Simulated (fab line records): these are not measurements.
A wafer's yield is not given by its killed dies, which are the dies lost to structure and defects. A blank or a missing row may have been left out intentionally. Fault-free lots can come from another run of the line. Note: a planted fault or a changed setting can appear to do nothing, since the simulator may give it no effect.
fab line records	flow n5Finfet	part 1 of 2: steps 1 to 4 of 6
record: lots: 24	wafers: 72	lastDay: 18
route steps=1938 shown BEOL_M7@1317 BEOL_M8@1335
lots that met no fault: taken from a fault-free run of the same line
startH: hours from the record's first day to the start of the lot's first wafer shown	waitH: hours from the lot's prior step to this one	" as in the row above	L1.1+2: one row covering several wafers at once	- either no value or no given start	* or withheld: withheld	< > ~ a bound
route shown NAME@n: NAME is a module with steps in the file, n the number in the route of the first one	usual: the fault-free wafers' mean and standard deviation	same: alike in all rows	chamber/n: place in a boat	sites: per-site readings	_std_site: standard deviation across them	_edge_site: inner sites' mean taken away from outer sites' mean	radiusMm: for every site, how far away it sits from the centre of the wafer	mask NAME#n: copy n	behind: the most recent tool/chamber to have shaped the wafer	hold: what put the lot on hold/how long, in hours/how the hold closed	device: the transistor (n, p or np) that didn't switch	end of line: at the end of the route, the tests of the same wafers	a step without rows: its recipe alone	killed: at the first sort, the dies lost to defects and structure; wafer yield is something else	map: shows each die of a wafer: x if killed, . if not, _ if none is there
set.NAME: the setting as run; set.NAME@STEP: as run at that earlier step	model.NAME: the simulator's own value behind a step, which no gauge read
route steps across a sampled set of lots; one table per step, one row per wafer
services: a tool's chamber out of use, with start hour (startH, from the record's first day; less than 0 if before it), hours out, and reason
== steps ==
step: N5_BEOL_M7_CURE_75
recipe: tempC: 370	timeS: 120	ambient: DMADMS/He	material: SiCOH_lowk
usual: lampPowerPct: 52.31/0.053	wafer_temp_C_max: 372.1/0.64
lot.wafer	tool	chamber	startH	waitH	lampPowerPct	wafer_temp_C_max
L074.2	uvCure-01	2	191.72	0.1	52.32	371.6
L074.3	"	2	"	"	52.34	371.6
L074.4	"	2	"	"	52.26	372.2
L075.2	uvCure-01	2	196.24	0.1	52.34	371.8
L075.4	"	2	"	"	52.25	372.1
L075.5	"	2	"	"	52.28	371.7
L076.1	uvCure-01	0	200.63	0.0	52.30	372.6
L076.3	"	0	"	"	52.38	374.2
L076.4	"	0	"	"	52.30	372.6
L078.1	uvCure-01	0	204.09	0.0	52.27	373.3
L078.3	"	0	"	"	52.29	374.4
L078.6	"	0	"	"	52.28	372.1
L077.1	uvCure-02	2	206.63	0.0	52.26	372.0
L077.4	"	2	"	"	52.36	371.5
L077.6	"	2	"	"	52.25	371.8
L079.1	uvCure-01	1	213.67	0.0	52.40	371.9
L079.3	"	1	"	"	52.32	371.8
L079.5	"	1	"	"	52.41	371.9
L080.1	uvCure-03	0	222.52	0.0	52.32	372.7
L080.2	"	0	"	"	52.30	372.8
L080.4	"	0	"	"	52.31	372.9
L081.1	uvCure-02	0	235.40	0.0	52.37	371.6
L081.2	"	0	"	"	52.29	371.0
L081.3	"	0	"	"	52.36	371.3
L082.1	uvCure-02	2	243.92	0.0	52.22	372.0
L082.2	"	2	"	"	52.30	371.8
L082.6	"	2	"	"	52.32	371.3
L083.1	uvCure-01	1	260.30	0.2	52.34	372.3
L083.2	"	1	"	"	52.29	372.0
L083.4	"	1	"	"	52.36	372.1
L085.2	uvCure-02	2	267.64	0.1	52.37	372.1
L085.3	"	2	"	"	52.40	371.3
L085.6	"	2	"	"	52.33	371.6
L084.1	uvCure-02	2	267.99	0.0	52.26	371.8
L084.3	"	2	"	"	52.35	371.3
L084.6	"	2	"	"	52.29	372.0
L086.2	uvCure-03	0	272.35	0.1	52.33	373.3
L086.3	"	0	"	"	52.34	373.1
L086.4	"	0	"	"	52.31	372.7
L088.1	uvCure-01	1	273.84	0.0	52.35	372.0
L088.2	"	1	"	"	52.31	371.9
L088.5	"	1	"	"	52.24	371.7
L089.1	uvCure-03	1	278.55	0.0	52.32	372.7
L089.5	"	1	"	"	52.27	371.2
L089.6	"	1	"	"	52.42	371.7
L087.2	uvCure-01	1	278.55	0.1	52.34	371.9
L087.4	"	1	"	"	52.34	371.8
L087.6	"	1	"	"	52.30	372.6
L090.1	uvCure-03	2	281.07	0.0	52.29	372.9
L090.3	"	2	"	"	52.27	372.1
L090.5	"	2	"	"	52.44	371.5
L091.2	uvCure-02	0	303.73	0.2	52.33	370.8
L091.3	"	0	"	"	52.30	371.8
L091.4	"	0	"	"	52.29	371.9
L094.2	uvCure-02	2	307.84	0.1	52.39	372.1
L094.5	"	2	"	"	52.27	371.7
L094.6	"	2	"	"	52.29	371.7
L092.1	uvCure-01	1	308.41	0.2	52.32	372.2
L092.2	"	1	"	"	52.31	372.0
L092.5	"	1	"	"	52.41	372.1
L093.2	uvCure-01	2	311.67	0.1	52.34	371.4
L093.4	"	2	"	"	52.36	371.8
L093.6	"	2	"	"	52.28	371.5
L096.1	uvCure-02	1	331.56	0.0	52.20	371.8
L096.2	"	1	"	"	52.33	371.7
L096.3	"	1	"	"	52.27	372.4
L095.1	uvCure-01	0	331.96	0.0	52.33	372.0
L095.3	"	0	"	"	52.33	372.4
L095.4	"	0	"	"	52.22	372.4
L097.1	uvCure-03	0	332.36	0.0	52.29	372.7
L097.4	"	0	"	"	52.35	372.9
L097.5	"	0	"	"	52.28	373.1
step: N5_BEOL_M7_INSPECT_58
recipe: inspectInstrument: darkfield	mode: postDep
usual: rawDefectCount: 78/26
lot.wafer	tool	chamber	startH	waitH	rawDefectCount
L074.2	defectInspect-02	-	194.07	0.0	61
L074.3	"	-	"	"	97
L074.4	"	-	"	"	70
L075.2	defectInspect-01	-	198.64	0.0	72
L075.4	"	-	"	"	45
L075.5	"	-	"	"	84
L076.1	defectInspect-02	-	204.00	0.0	92
L076.3	"	-	"	"	107
L076.4	"	-	"	"	80
L078.1	defectInspect-01	-	208.44	0.0	90
L078.3	"	-	"	"	66
L078.6	"	-	"	"	64
L077.1	defectInspect-01	-	210.05	0.0	63
L077.4	"	-	"	"	44
L077.6	"	-	"	"	32
L079.1	defectInspect-01	-	215.70	0.0	86
L079.3	"	-	"	"	104
L079.5	"	-	"	"	101
L080.1	defectInspect-01	-	225.33	0.0	75
L080.2	"	-	"	"	60
L080.4	"	-	"	"	110
L081.1	defectInspect-01	-	237.84	0.0	74
L081.2	"	-	"	"	55
L081.3	"	-	"	"	55
L082.1	defectInspect-01	-	248.09	0.0	38
L082.2	"	-	"	"	52
L082.6	"	-	"	"	69
L083.1	defectInspect-01	-	263.81	0.0	89
L083.2	"	-	"	"	115
L083.4	"	-	"	"	92
L085.2	defectInspect-02	-	270.07	0.0	55
L085.3	"	-	"	"	53
L085.6	"	-	"	"	62
L084.1	defectInspect-02	-	270.31	0.0	69
L084.3	"	-	"	"	104
L084.6	"	-	"	"	92
L086.2	defectInspect-02	-	274.66	0.0	61
L086.3	"	-	"	"	76
L086.4	"	-	"	"	56
L088.1	defectInspect-02	-	277.08	0.0	126
L088.2	"	-	"	"	56
L088.5	"	-	"	"	51
L087.2	defectInspect-02	-	280.56	0.0	80
L087.4	"	-	"	"	136
L087.6	"	-	"	"	63
L089.1	defectInspect-01	-	280.64	0.0	80
L089.5	"	-	"	"	73
L089.6	"	-	"	"	67
L090.1	defectInspect-02	-	285.20	0.0	48
L090.3	"	-	"	"	96
L090.5	"	-	"	"	75
L091.2	defectInspect-02	-	306.76	0.0	95
L091.3	"	-	"	"	70
L091.4	"	-	"	"	56
L094.2	defectInspect-01	-	312.16	0.0	47
L094.5	"	-	"	"	79
L094.6	"	-	"	"	112
L092.1	defectInspect-01	-	312.34	0.0	56
L092.2	"	-	"	"	56
L092.5	"	-	"	"	72
L093.2	defectInspect-01	-	314.42	0.0	31
L093.4	"	-	"	"	43
L093.6	"	-	"	"	47
L096.1	defectInspect-02	-	333.48	0.0	59
L096.2	"	-	"	"	59
L096.3	"	-	"	"	82
L095.1	defectInspect-01	-	334.04	0.0	84
L095.3	"	-	"	"	67
L095.4	"	-	"	"	63
L097.1	defectInspect-01	-	334.33	0.0	93
L097.4	"	-	"	"	86
L097.5	"	-	"	"	172
step: N5_BEOL_M8_PECVD_70
recipe: material: SiO2	targetThkA: 200	tempC: 400	precursor: TEOS/O2	pressureTorr: 5.5	rfW: 450	teosFlowSccm: 53.8	gas: O2	flowSccm: 3000	timeS: 22.7
usual: heaterPowerW: 711/120	showerheadPlenumPTorr: 8.82/0.059	throttleValvePct: 22.4/0.82
lot.wafer	tool	chamber	startH	waitH	heaterPowerW	showerheadPlenumPTorr	throttleValvePct
L074.2	pecvd-02	0	194.73	0.0	810	8.93	21.9
L074.3	"	1	"	"	577	8.83	22.9
L074.4	"	0	"	"	795	8.92	21.9
L075.2	pecvd-02	1	199.29	0.0	636	8.79	22.7
L075.4	"	0	"	"	821	8.93	21.8
L075.5	"	1	"	"	634	8.83	22.7
L076.1	pecvd-02	0	204.67	0.0	830	8.93	21.9
L076.3	"	1	"	"	647	8.83	22.9
L076.4	"	1	"	"	653	8.78	22.9
L078.1	pecvd-02	0	209.09	0.0	753	8.91	21.9
L078.3	"	1	"	"	626	8.78	22.8
L078.6	"	2	"	"	590	8.80	21.5
L077.1	pecvd-01	1	210.70	0.0	720	8.82	23.1
L077.4	"	1	"	"	738	8.80	23.1
L077.6	"	0	"	"	582	8.76	22.4
L079.1	pecvd-01	1	216.35	0.0	771	8.82	23.0
L079.3	"	1	"	"	767	8.83	23.2
L079.5	"	1	"	"	765	8.82	23.0
L080.1	pecvd-01	0	225.98	0.0	724	8.78	22.5
L080.2	"	1	"	"	864	8.82	23.0
L080.4	"	1	"	"	842	8.81	23.0
L081.1	pecvd-02	1	238.59	0.0	561	8.81	23.0
L081.2	"	2	"	"	606	8.82	22.0
L081.3	"	0	"	"	775	8.92	21.8
L082.1	pecvd-02	2	248.75	0.0	539	8.79	21.6
L082.2	"	0	"	"	847	8.90	21.8
L082.6	"	2	"	"	534	8.79	21.8
L083.1	pecvd-02	2	264.46	0.0	602	8.79	21.7
L083.2	"	1	"	"	668	8.80	22.6
L083.4	"	0	"	"	839	8.94	22.2
L085.2	pecvd-01	2	270.72	0.0	856	8.88	20.6
L085.3	"	1	"	"	698	8.83	23.3
L085.6	"	1	"	"	718	8.83	23.0
L084.1	pecvd-01	0	271.12	0.0	671	8.76	22.7
L084.3	"	1	"	"	865	8.84	23.0
L084.6	"	0	"	"	685	8.77	22.5
L086.2	pecvd-01	0	275.34	0.1	640	8.75	22.7
L086.3	"	2	"	"	849	8.88	20.6
L086.4	"	2	"	"	858	8.87	20.7
L088.1	pecvd-01	1	277.89	0.0	811	8.83	23.2
L088.2	"	2	"	"	775	8.86	20.8
L088.5	"	1	"	"	830	8.81	23.0
L087.2	pecvd-01	1	281.22	0.0	878	8.81	22.8
L087.4	"	1	"	"	880	8.80	22.8
L087.6	"	0	"	"	607	8.77	22.7
L089.1	pecvd-01	2	281.35	0.1	903	8.86	20.7
L089.5	"	0	"	"	683	8.76	22.7
L089.6	"	2	"	"	943	8.87	20.8
L090.1	pecvd-01	0	285.88	0.0	706	8.76	22.7
L090.3	"	2	"	"	837	8.86	20.8
L090.5	"	0	"	"	683	8.78	22.8
L091.2	pecvd-03	0	307.43	0.0	486	8.67	23.2
L091.3	"	2	"	"	487	8.74	23.5
L091.4	"	2	"	"	477	8.75	23.4
L094.2	pecvd-03	1	312.81	0.0	874	8.82	23.4
L094.5	"	2	"	"	592	8.74	23.2
L094.6	"	1	"	"	867	8.84	23.5
L092.1	pecvd-02	2	312.99	0.0	578	8.80	21.6
L092.2	"	0	"	"	767	8.91	21.9
L092.5	"	0	"	"	795	8.92	22.0
L093.2	pecvd-01	1	315.55	0.0	759	8.83	23.3
L093.4	"	2	"	"	829	8.87	21.1
L093.6	"	1	"	"	734	8.81	23.3
L096.1	pecvd-01	0	334.13	0.0	631	8.77	22.9
L096.2	"	1	"	"	780	8.80	23.0
L096.3	"	2	"	"	850	8.89	20.9
L095.1	pecvd-03	2	334.69	0.0	507	8.77	23.4
L095.3	"	1	"	"	826	8.83	23.4
L095.4	"	2	"	"	524	8.75	23.3
L097.1	pecvd-02	1	334.98	0.0	679	8.81	23.0
L097.4	"	1	"	"	704	8.78	22.8
L097.5	"	2	"	"	521	8.81	21.8
step: N5_BEOL_M8_DESCUM_16
recipe: chemistry: O2	timeS: 7.9	sourcePowerW: 50	biasPowerW: 20	pressureMtorr: 20	rfFrequencyHz: 2.712e+07	tempC: 40	resist: CAR-ArF	o2FlowSccm: 225
usual: drypumpMotorCurrentA: 5.6/0.46	oesProductAu: 0.77/0.08	rfVppV: 243.2/1.3	showerheadPlenumPTorr: 2.11/0.058	throttleValvePct: 20.43/0.22
lot.wafer	tool	chamber	startH	waitH	drypumpMotorCurrentA	oesProductAu	rfHoursCounterH	rfVppV	showerheadPlenumPTorr	throttleValvePct
L074.2	rieDiel-01	2	196.48	0.0	4.8	0.71	183	241.7	2.01	20.60
L074.3	"	0	"	"	5.8	0.77	166	241.6	2.10	20.40
L074.4	"	1	"	"	5.1	0.68	-	244.3	2.17	20.58
L075.2	rieDiel-01	2	200.78	0.0	4.8	0.71	185	240.5	2.01	20.63
L075.4	"	1	"	"	5.1	0.69	-	244.7	2.17	20.58
L075.5	"	2	"	"	4.8	0.72	-	240.6	2.01	20.62
L076.1	rieDiel-04	1	206.20	0.0	6.0	0.84	49	243.0	2.13	20.58
L076.3	"	2	"	"	6.1	0.68	249	242.8	2.07	20.38
L076.4	"	3	"	"	6.0	0.71	217	242.8	2.17	20.46
L078.1	rieDiel-04	3	211.50	0.1	5.9	0.70	220	244.6	2.16	20.47
L078.3	"	1	"	"	6.0	0.84	51	244.3	2.13	20.57
L078.6	"	1	"	"	6.0	0.85	-	245.4	2.13	20.57
L077.1	rieDiel-01	0	212.08	0.5	5.8	0.76	173	242.0	2.10	20.42
L077.4	"	3	"	"	6.2	0.83	49	244.9	2.20	20.08
L077.6	"	2	"	"	4.8	0.71	-	242.2	2.00	20.64
L079.1	rieDiel-01	2	217.89	0.0	4.8	0.71	193	240.6	2.00	20.65
L079.3	"	1	"	"	5.0	0.67	254	245.1	2.17	20.59
L079.5	"	1	"	"	5.1	0.68	-	243.7	2.17	20.59
L080.1	rieDiel-04	0	229.04	0.1	6.0	0.73	191	244.4	2.09	20.79
L080.2	"	3	"	"	5.9	0.70	228	244.9	2.16	20.49
L080.4	"	3	"	"	5.9	0.70	-	243.5	2.16	20.48
L081.1	rieDiel-01	2	239.24	0.0	4.8	0.71	203	242.2	2.00	20.65
L081.2	"	3	"	"	6.2	0.83	55	245.9	2.19	20.10
L081.3	"	0	"	"	5.8	0.76	186	243.3	2.09	20.45
L082.1	rieDiel-01	3	252.32	0.0	6.2	0.82	62	244.8	2.19	20.12
L082.2	"	2	"	"	4.8	0.70	210	241.0	2.00	20.66
L082.6	"	0	"	"	5.8	0.75	-	241.8	2.09	20.46
L083.1	rieDiel-03	1	265.38	0.0	5.4	0.74	167	242.8	2.08	20.21
L083.2	"	3	"	"	5.9	0.91	18	243.8	2.16	20.24
L083.4	"	0	"	"	5.3	0.77	132	243.9	2.20	20.25
L085.2	rieDiel-04	3	272.51	0.0	5.9	0.68	242	242.8	2.16	20.50
L085.3	"	0	"	"	6.1	0.72	204	242.2	2.09	20.83
L085.6	"	1	"	"	6.0	0.81	-	244.3	2.12	20.60
L084.1	rieDiel-04	3	272.76	0.0	5.9	0.69	242	243.8	2.16	20.50
L084.3	"	2	"	"	6.1	0.91	13	242.2	2.07	20.06
L084.6	"	1	"	"	6.0	0.82	-	245.0	2.12	20.59
L086.2	rieDiel-03	0	276.48	0.3	5.3	0.78	135	244.1	2.20	20.24
L086.3	"	1	"	"	5.4	0.74	171	242.3	2.08	20.20
L086.4	"	2	"	"	5.2	0.74	200	241.9	2.07	20.29
L088.1	rieDiel-03	3	279.28	0.2	5.9	0.91	23	243.6	2.16	20.26
L088.2	"	1	"	"	5.4	0.73	172	241.9	2.08	20.20
L088.5	"	0	"	"	5.3	0.77	-	245.4	2.19	20.25
L087.2	rieDiel-01	2	283.66	0.0	4.8	0.69	223	242.7	1.99	20.68
L087.4	"	0	"	"	5.8	0.74	205	243.1	2.09	20.46
L087.6	"	2	"	"	4.8	0.69	-	242.1	1.99	20.67
L089.1	rieDiel-01	1	283.91	0.1	5.1	0.99	1	244.5	2.17	20.19
L089.5	"	2	"	"	4.8	0.69	-	241.1	1.99	20.67
L089.6	"	1	"	"	5.1	0.99	-	243.0	2.17	20.17
L090.1	rieDiel-04	3	288.48	0.0	5.9	0.68	248	242.9	2.15	20.51
L090.3	"	2	"	"	6.1	0.90	19	241.2	2.06	20.07
L090.5	"	3	"	"	5.9	0.68	-	245.4	2.15	20.50
L091.2	rieDiel-03	0	310.47	1.7	5.3	0.76	144	244.1	2.19	20.26
L091.3	"	2	"	"	5.2	0.73	213	242.9	2.07	20.28
L091.4	"	3	"	"	5.9	0.88	32	245.3	2.16	20.27
L094.2	rieDiel-03	0	313.93	0.4	5.3	0.76	146	245.2	2.19	20.26
L094.5	"	0	"	"	5.3	0.77	-	245.5	2.19	20.26
L094.6	"	3	"	"	5.9	0.88	-	242.8	2.16	20.27
L092.1	rieDiel-03	3	314.66	0.3	5.9	0.88	34	243.1	2.16	20.29
L092.2	"	1	"	"	5.4	0.72	186	242.7	2.08	20.24
L092.5	"	1	"	"	5.4	0.72	-	243.4	2.08	20.24
L093.2	rieDiel-04	1	319.31	1.5	6.0	0.79	91	242.7	2.11	20.63
L093.4	"	0	"	"	6.1	0.70	224	244.1	2.08	20.84
L093.6	"	0	"	"	6.1	0.70	-	243.4	2.08	20.86
L096.1	rieDiel-03	1	335.76	0.8	5.4	0.72	197	242.5	2.07	20.24
L096.2	"	0	"	"	5.3	0.76	157	244.1	2.19	20.28
L096.3	"	3	"	"	5.9	0.86	44	243.9	2.15	20.29
L095.1	rieDiel-04	3	336.21	1.0	5.9	1.00	8	243.8	2.15	20.18
L095.3	"	0	"	"	6.0	0.70	234	243.6	2.08	20.86
L095.4	"	2	"	"	6.1	0.87	43	240.7	2.06	20.09
L097.1	rieDiel-03	1	338.44	1.2	5.4	0.71	199	241.6	2.07	20.26
L097.4	"	3	"	"	5.9	0.85	45	243.6	2.15	20.27
L097.5	"	1	"	"	5.4	0.70	-	243.0	2.07	20.26
